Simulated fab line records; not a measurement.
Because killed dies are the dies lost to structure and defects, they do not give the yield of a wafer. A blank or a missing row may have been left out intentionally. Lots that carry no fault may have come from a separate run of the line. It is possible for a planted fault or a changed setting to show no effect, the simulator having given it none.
fab line records + flow nand-harc
record:
- lots: 6
- wafers: 18
- last-day: 24
route steps=1159 shown A_ONON_D1@426 END@1159
lots untouched by any fault: they come from a run of this same line in which no faults occurred
start-h: start of the lot's first displayed wafer, in hours after the record's first day + wait-h: hours from the lot's prior step to this one + " the same as in the row above + L1.1+2: one row covering several wafers at once + - no value, or no start was given + * or withheld: withheld + < > ~ a bound
route shown NAME@n: a module of which the file shows steps, and the number in the route of the first + usual: average and standard deviation across the fault-free wafers + same: alike in all rows + chamber/n: place in a boat + sites: readings site by site + _std_site: their standard deviation + _edge_site: the outer-site mean with the inner-site mean subtracted + radius-mm: how far each site lies from the wafer's centre + mask NAME#n: copy n + behind: the most recent tool/chamber to have shaped the wafer + hold: cause of the lot's hold/its duration in hours/its outcome + device: names the non-switching transistor (n, p or np) + end of line: the route-end tests of the same wafers + step lacking rows: just its recipe + killed: at the first sort, the dies lost to defects and structure; wafer yield is something else + map: dies across one wafer; x = killed, . = not, _ = none there
set.NAME: the setting as run; set.NAME@STEP: as run at that earlier step + model.NAME: the simulator's own value behind a step, which no gauge read
lots seen at some steps along the route; tables by step, rows by wafer
services: a tool's chamber out of use, with start hour (start-h, from the record's first day; less than 0 if before it), hours out, and reason
== steps ==
step: NHARC_A_ONON_D1_DEP_03
recipe:
- target-thk-a: 10000
- n2-flow-sccm: 2750
- n2o-flow-sccm: 2000
- nh3-flow-sccm: 500
- sih4-flow-sccm: 210
- temp-c: 400
step: NHARC_A_ONON_D1_THK_MEAS_05
recipe:
- thk-meas-gauge: ellipsometry
usual:
- thk-nm: 998/7.4
| lot.wafer | tool          | chamber | start-h | wait-h | thk-nm |
|-----------|---------------|---------|---------|--------|--------|
| L956.3    | film-metro-01 | -       | 161.47  | -      | 1000   |
| L956.5    | "             | -       | "       | "      | 1000   |
| L956.6    | "             | -       | "       | "      | 1003   |
| L958.2    | film-metro-01 | -       | 181.32  | -      | 986    |
| L958.3    | "             | -       | "       | "      | 986    |
| L958.5    | "             | -       | "       | "      | 985    |
| L965.1    | film-metro-01 | -       | 201.33  | -      | 993    |
| L965.2    | "             | -       | "       | "      | 993    |
| L965.6    | "             | -       | "       | "      | 992    |
| L966.2    | film-metro-01 | -       | 217.27  | -      | 1013   |
| L966.3    | "             | -       | "       | "      | 1011   |
| L966.6    | "             | -       | "       | "      | 1011   |
| L971.2    | film-metro-01 | -       | 254.30  | -      | 991    |
| L971.3    | "             | -       | "       | "      | 991    |
| L971.6    | "             | -       | "       | "      | 989    |
| L976.1    | film-metro-01 | -       | 280.17  | -      | 1009   |
| L976.5    | "             | -       | "       | "      | 1007   |
| L976.6    | "             | -       | "       | "      | 1008   |
step: NHARC_A_ONON_D1_DEP_06
recipe:
- target-thk-a: 10000
- n2-flow-sccm: 2750
- n2o-flow-sccm: 2000
- nh3-flow-sccm: 500
- sih4-flow-sccm: 210
- temp-c: 400
step: NHARC_A_ONON_D1_THK_MEAS_08
recipe:
- thk-meas-gauge: ellipsometry
usual:
- thk-nm: 994/9.8
| lot.wafer | tool          | chamber | start-h | wait-h | thk-nm |
|-----------|---------------|---------|---------|--------|--------|
| L956.3    | film-metro-02 | -       | 162.03  | -      | 1001   |
| L956.5    | "             | -       | "       | "      | 1000   |
| L956.6    | "             | -       | "       | "      | 1003   |
| L958.2    | film-metro-01 | -       | 181.88  | -      | 996    |
| L958.3    | "             | -       | "       | "      | 994    |
| L958.5    | "             | -       | "       | "      | 997    |
| L965.1    | film-metro-02 | -       | 201.90  | -      | 998    |
| L965.2    | "             | -       | "       | "      | 998    |
| L965.6    | "             | -       | "       | "      | 998    |
| L966.2    | film-metro-01 | -       | 217.83  | -      | 997    |
| L966.3    | "             | -       | "       | "      | 998    |
| L966.6    | "             | -       | "       | "      | 999    |
| L971.2    | film-metro-02 | -       | 254.87  | -      | 985    |
| L971.3    | "             | -       | "       | "      | 987    |
| L971.6    | "             | -       | "       | "      | 986    |
| L976.1    | film-metro-01 | -       | 280.74  | -      | 983    |
| L976.5    | "             | -       | "       | "      | 983    |
| L976.6    | "             | -       | "       | "      | 982    |
step: NHARC_A_ONON_D1_DEP_09
recipe:
- target-thk-a: 10000
- n2-flow-sccm: 2750
- n2o-flow-sccm: 2000
- nh3-flow-sccm: 500
- sih4-flow-sccm: 210
- temp-c: 400
step: NHARC_A_ONON_D1_THK_MEAS_11
recipe:
- thk-meas-gauge: ellipsometry
usual:
- thk-nm: 1000/7.6
| lot.wafer | tool          | chamber | start-h | wait-h | thk-nm |
|-----------|---------------|---------|---------|--------|--------|
| L956.3    | film-metro-02 | -       | 162.60  | -      | 1004   |
| L956.5    | "             | -       | "       | "      | 1006   |
| L956.6    | "             | -       | "       | "      | 1004   |
| L958.2    | film-metro-02 | -       | 182.45  | -      | 1002   |
| L958.3    | "             | -       | "       | "      | 1004   |
| L958.5    | "             | -       | "       | "      | 1004   |
| L965.1    | film-metro-02 | -       | 202.47  | -      | 996    |
| L965.2    | "             | -       | "       | "      | 999    |
| L965.6    | "             | -       | "       | "      | 1000   |
| L966.2    | film-metro-02 | -       | 218.40  | -      | 991    |
| L966.3    | "             | -       | "       | "      | 992    |
| L966.6    | "             | -       | "       | "      | 991    |
| L971.2    | film-metro-02 | -       | 255.43  | -      | 1010   |
| L971.3    | "             | -       | "       | "      | 1010   |
| L971.6    | "             | -       | "       | "      | 1013   |
| L976.1    | film-metro-01 | -       | 281.30  | -      | 998    |
| L976.5    | "             | -       | "       | "      | 999    |
| L976.6    | "             | -       | "       | "      | 999    |
step: NHARC_A_ONON_D1_DEP_12
recipe:
- target-thk-a: 10000
- n2-flow-sccm: 2750
- n2o-flow-sccm: 2000
- nh3-flow-sccm: 500
- sih4-flow-sccm: 210
- temp-c: 400
step: NHARC_A_ONON_D1_THK_MEAS_14
recipe:
- thk-meas-gauge: ellipsometry
usual:
- thk-nm: 1001/11
| lot.wafer | tool          | chamber | start-h | wait-h | thk-nm |
|-----------|---------------|---------|---------|--------|--------|
| L956.3    | film-metro-02 | -       | 163.17  | -      | 993    |
| L956.5    | "             | -       | "       | "      | 994    |
| L956.6    | "             | -       | "       | "      | 994    |
| L958.2    | film-metro-02 | -       | 183.02  | -      | 1020   |
| L958.3    | "             | -       | "       | "      | 1021   |
| L958.5    | "             | -       | "       | "      | 1021   |
| L965.1    | film-metro-01 | -       | 203.03  | -      | 1017   |
| L965.2    | "             | -       | "       | "      | 1017   |
| L965.6    | "             | -       | "       | "      | 1015   |
| L966.2    | film-metro-01 | -       | 218.99  | -      | 989    |
| L966.3    | "             | -       | "       | "      | 989    |
| L966.6    | "             | -       | "       | "      | 991    |
| L971.2    | film-metro-02 | -       | 256.01  | -      | 1003   |
| L971.3    | "             | -       | "       | "      | 1002   |
| L971.6    | "             | -       | "       | "      | 1002   |
| L976.1    | film-metro-02 | -       | 281.87  | -      | 1000   |
| L976.5    | "             | -       | "       | "      | 999    |
| L976.6    | "             | -       | "       | "      | 998    |
step: NHARC_A_ONON_D1_ANNEAL_15
recipe:
- temp-c: 750
- time-s: 3600
step: NHARC_A_ONON_D1_DEP_16
recipe:
- target-thk-a: 10000
- n2-flow-sccm: 2750
- n2o-flow-sccm: 2000
- nh3-flow-sccm: 500
- sih4-flow-sccm: 210
- temp-c: 400
step: NHARC_A_ONON_D1_THK_MEAS_18
recipe:
- thk-meas-gauge: ellipsometry
usual:
- thk-nm: 998/9.2
| lot.wafer | tool          | chamber | start-h | wait-h | thk-nm |
|-----------|---------------|---------|---------|--------|--------|
| L956.3    | film-metro-02 | -       | 171.25  | -      | 991    |
| L956.5    | "             | -       | "       | "      | 991    |
| L956.6    | "             | -       | "       | "      | 991    |
| L958.2    | film-metro-02 | -       | 190.12  | -      | 1003   |
| L958.3    | "             | -       | "       | "      | 1004   |
| L958.5    | "             | -       | "       | "      | 1004   |
| L965.1    | film-metro-02 | -       | 210.12  | -      | 1002   |
| L965.2    | "             | -       | "       | "      | 1001   |
| L965.6    | "             | -       | "       | "      | 1000   |
| L966.2    | film-metro-02 | -       | 229.24  | -      | 1002   |
| L966.3    | "             | -       | "       | "      | 1002   |
| L966.6    | "             | -       | "       | "      | 1004   |
| L971.2    | film-metro-02 | -       | 266.62  | -      | 991    |
| L971.3    | "             | -       | "       | "      | 990    |
| L971.6    | "             | -       | "       | "      | 989    |
| L976.1    | film-metro-01 | -       | 289.08  | -      | 995    |
| L976.5    | "             | -       | "       | "      | 995    |
| L976.6    | "             | -       | "       | "      | 993    |
step: NHARC_A_ONON_D1_DEP_19
recipe:
- target-thk-a: 10000
- n2-flow-sccm: 2750
- n2o-flow-sccm: 2000
- nh3-flow-sccm: 500
- sih4-flow-sccm: 210
- temp-c: 400
| lot.wafer  | tool          | chamber | start-h | wait-h |
|------------|---------------|---------|---------|--------|
| L956.3+5+6 | pecvd-onon-02 | 0       | 171.42  | 0.2    |
| L958.2+3+5 | pecvd-onon-04 | 0       | 190.23  | 0.1    |
| L965.1+2+6 | pecvd-onon-02 | 0       | 210.17  | 0.1    |
| L966.2+3+6 | pecvd-onon-02 | 0       | 229.36  | 0.1    |
| L971.2+3+6 | pecvd-onon-03 | 0       | 266.73  | 0.1    |
| L976.1+5+6 | pecvd-onon-04 | 0       | 289.14  | 0.1    |
step: NHARC_A_ONON_D1_THK_MEAS_21
recipe:
- thk-meas-gauge: ellipsometry
usual:
- thk-nm: 1001/10
| lot.wafer | tool          | chamber | start-h | wait-h | thk-nm |
|-----------|---------------|---------|---------|--------|--------|
| L956.3    | film-metro-02 | -       | 171.82  | -      | 1011   |
| L956.5    | "             | -       | "       | "      | 1010   |
| L956.6    | "             | -       | "       | "      | 1012   |
| L958.2    | film-metro-02 | -       | 190.68  | -      | 989    |
| L958.3    | "             | -       | "       | "      | 988    |
| L958.5    | "             | -       | "       | "      | 989    |
| L965.1    | film-metro-01 | -       | 210.68  | -      | 1557   |
| L965.2    | "             | -       | "       | "      | 1556   |
| L965.6    | "             | -       | "       | "      | 1021   |
| L966.2    | film-metro-02 | -       | 229.81  | -      | 1531   |
| L966.3    | "             | -       | "       | "      | 997    |
| L966.6    | "             | -       | "       | "      | 997    |
| L971.2    | film-metro-01 | -       | 267.18  | -      | 1009   |
| L971.3    | "             | -       | "       | "      | 1011   |
| L971.6    | "             | -       | "       | "      | 1011   |
| L976.1    | film-metro-02 | -       | 289.65  | -      | 981    |
| L976.5    | "             | -       | "       | "      | 983    |
| L976.6    | "             | -       | "       | "      | 980    |
step: NHARC_A_ONON_D1_DEP_22
recipe:
- target-thk-a: 10000
- n2-flow-sccm: 2750
- n2o-flow-sccm: 2000
- nh3-flow-sccm: 500
- sih4-flow-sccm: 210
- temp-c: 400
step: NHARC_END_SORT_01
recipe:
- temp-c: 25
usual:
- killed-at-array: 26/11
- killed-at-other: 0.6/1
- killed-at-periphery: 3.1/2.1
- killed-dies: 30/11
- killed-open: 3.4/1.8
- killed-short: 2.1/1.5
same:
- gross-dies: 677
| lot.wafer | tool      | chamber | start-h | wait-h | killed-at-array | killed-at-other | killed-at-periphery | killed-dies | killed-open | killed-short |
|-----------|-----------|---------|---------|--------|-----------------|-----------------|---------------------|-------------|-------------|--------------|
| L965.1    | prober-01 | 0       | 486.65  | 2.5    | 673             | 1               | 3                   | 677         | 3           | 2            |
| L965.2    | prober-01 | 0       | 487.46  | 2.8    | 670             | 2               | 5                   | 677         | 5           | 3            |
| L966.2    | prober-02 | 0       | 503.18  | 2.8    | 677             | 0               | 0                   | 677         | 1           | 3            |
killed by level:class
L965.1 A_ONON_D1:area-dep=653 A_CHANNEL_HOLE_D1:chamber-film-flake=13 A_CONTACT:chamber-film-flake=3 P_M1:geometric-particle:open=2 A_ONON_D1:geometric-particle:short=1 A_CHANNEL_FILL_D1:geometric-particle:short=1 A_CONTACT:geometric-particle:open=1 P_CONTACT:chamber-film-flake=1
L965.2 A_ONON_D1:area-dep=655 A_CHANNEL_HOLE_D1:chamber-film-flake=9 P_M0:geometric-particle:open=2 THIN_TSV:chamber-film-flake=2 P_CONTACT:geometric-particle:short=1 P_CONTACT:geometric-particle:open=1 A_SOURCE_PLATE:geometric-particle:short=1 A_SGD_CUT:geometric-particle:short=1
L966.2 A_ONON_D1:area-dep=662 A_CHANNEL_HOLE_D1:chamber-film-flake=11 A_CHANNEL_FILL_D1:geometric-particle:open=1 A_CHANNEL_FILL_D1:geometric-particle:short=1 A_CONTACT:geometric-particle:short=1 A_M0:geometric-particle:short=1
map L965.1 (x killed, . not)
____________x____________
_________xxxxxxx_________
_______xxxxxxxxxxx_______
______xxxxxxxxxxxxx______
_____xxxxxxxxxxxxxxx_____
____xxxxxxxxxxxxxxxxx____
____xxxxxxxxxxxxxxxxx____
___xxxxxxxxxxxxxxxxxxx___
___xxxxxxxxxxxxxxxxxxx___
__xxxxxxxxxxxxxxxxxxxxx__
__xxxxxxxxxxxxxxxxxxxxx__
_xxxxxxxxxxxxxxxxxxxxxxx_
_xxxxxxxxxxxxxxxxxxxxxxx_
_xxxxxxxxxxxxxxxxxxxxxxx_
_xxxxxxxxxxxxxxxxxxxxxxx_
_xxxxxxxxxxxxxxxxxxxxxxx_
xxxxxxxxxxxxxxxxxxxxxxxxx
xxxxxxxxxxxxxxxxxxxxxxxxx
xxxxxxxxxxxxxxxxxxxxxxxxx
xxxxxxxxxxxxxxxxxxxxxxxxx
xxxxxxxxxxxxxxxxxxxxxxxxx
_xxxxxxxxxxxxxxxxxxxxxxx_
_xxxxxxxxxxxxxxxxxxxxxxx_
_xxxxxxxxxxxxxxxxxxxxxxx_
_xxxxxxxxxxxxxxxxxxxxxxx_
_xxxxxxxxxxxxxxxxxxxxxxx_
__xxxxxxxxxxxxxxxxxxxxx__
__xxxxxxxxxxxxxxxxxxxxx__
___xxxxxxxxxxxxxxxxxxx___
___xxxxxxxxxxxxxxxxxxx___
____xxxxxxxxxxxxxxxxx____
____xxxxxxxxxxxxxxxxx____
_____xxxxxxxxxxxxxxx_____
______xxxxxxxxxxxxx______
_______xxxxxxxxxxx_______
_________xxxxxxx_________
____________x____________
map L966.2 (x killed, . not)
____________x____________
_________xxxxxxx_________
_______xxxxxxxxxxx_______
______xxxxxxxxxxxxx______
_____xxxxxxxxxxxxxxx_____
____xxxxxxxxxxxxxxxxx____
____xxxxxxxxxxxxxxxxx____
___xxxxxxxxxxxxxxxxxxx___
___xxxxxxxxxxxxxxxxxxx___
__xxxxxxxxxxxxxxxxxxxxx__
__xxxxxxxxxxxxxxxxxxxxx__
_xxxxxxxxxxxxxxxxxxxxxxx_
_xxxxxxxxxxxxxxxxxxxxxxx_
_xxxxxxxxxxxxxxxxxxxxxxx_
_xxxxxxxxxxxxxxxxxxxxxxx_
_xxxxxxxxxxxxxxxxxxxxxxx_
xxxxxxxxxxxxxxxxxxxxxxxxx
xxxxxxxxxxxxxxxxxxxxxxxxx
xxxxxxxxxxxxxxxxxxxxxxxxx
xxxxxxxxxxxxxxxxxxxxxxxxx
xxxxxxxxxxxxxxxxxxxxxxxxx
_xxxxxxxxxxxxxxxxxxxxxxx_
_xxxxxxxxxxxxxxxxxxxxxxx_
_xxxxxxxxxxxxxxxxxxxxxxx_
_xxxxxxxxxxxxxxxxxxxxxxx_
_xxxxxxxxxxxxxxxxxxxxxxx_
__xxxxxxxxxxxxxxxxxxxxx__
__xxxxxxxxxxxxxxxxxxxxx__
___xxxxxxxxxxxxxxxxxxx___
___xxxxxxxxxxxxxxxxxxx___
____xxxxxxxxxxxxxxxxx____
____xxxxxxxxxxxxxxxxx____
_____xxxxxxxxxxxxxxx_____
______xxxxxxxxxxxxx______
_______xxxxxxxxxxx_______
_________xxxxxxx_________
____________x____________
== services ==
| tool          | chamber | start-h | hours | kind |
|---------------|---------|---------|-------|------|
| pecvd-onon-03 | -       | 153.12  | 13.0  | pm   |
| pecvd-onon-04 | -       | 237.00  | 13.0  | pm   |
== key ==
first-sign:
- step: NHARC_A_ONON_D1_THK_MEAS_21
- reading: thk-nm
- direction: up
- sigmas: 52
- usual: 1001
- struck: 1548
effect:
- step: NHARC_END_SORT_01
- reading: killed-dies
- direction: up
- sigmas: 59
- usual: 30
- struck: 677
more-kills-born-at:
- NHARC_A_ONON_D1_DEP_19@pecvd-onon-02: 1970
met-at NHARC_A_ONON_D1_DEP_19
struck-wafers L965.1,L965.2,L966.2
later-rows-left-out L965.1,L965.2,L966.2
tester-left-out L965,L966
onset-between 171.42 210.17
fault:
- kind: process-parameter-drift
- tool: pecvd-onon-02
- chamber: -
- onset-h: 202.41
- steps: NHARC_A_ONON_D1_DEP_19
- channel: target-thk-a
- offset: *
- shape: step
- end-h: 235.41
- scope: struck-wafers-only
- acts-in: *
- stated: *
tester-left-out: of these lots the tester's yield and bins aren't shown, on N5 and GAA mostly nor the transistor test; their killed dies are dies lost to structure and defects alone, not to doping, threshold or leakage, so they don't give the yield
later-rows-left-out: the simulator's readings of these wafers behind a module that went badly wrong aren't trusted and aren't shown, but for the sort
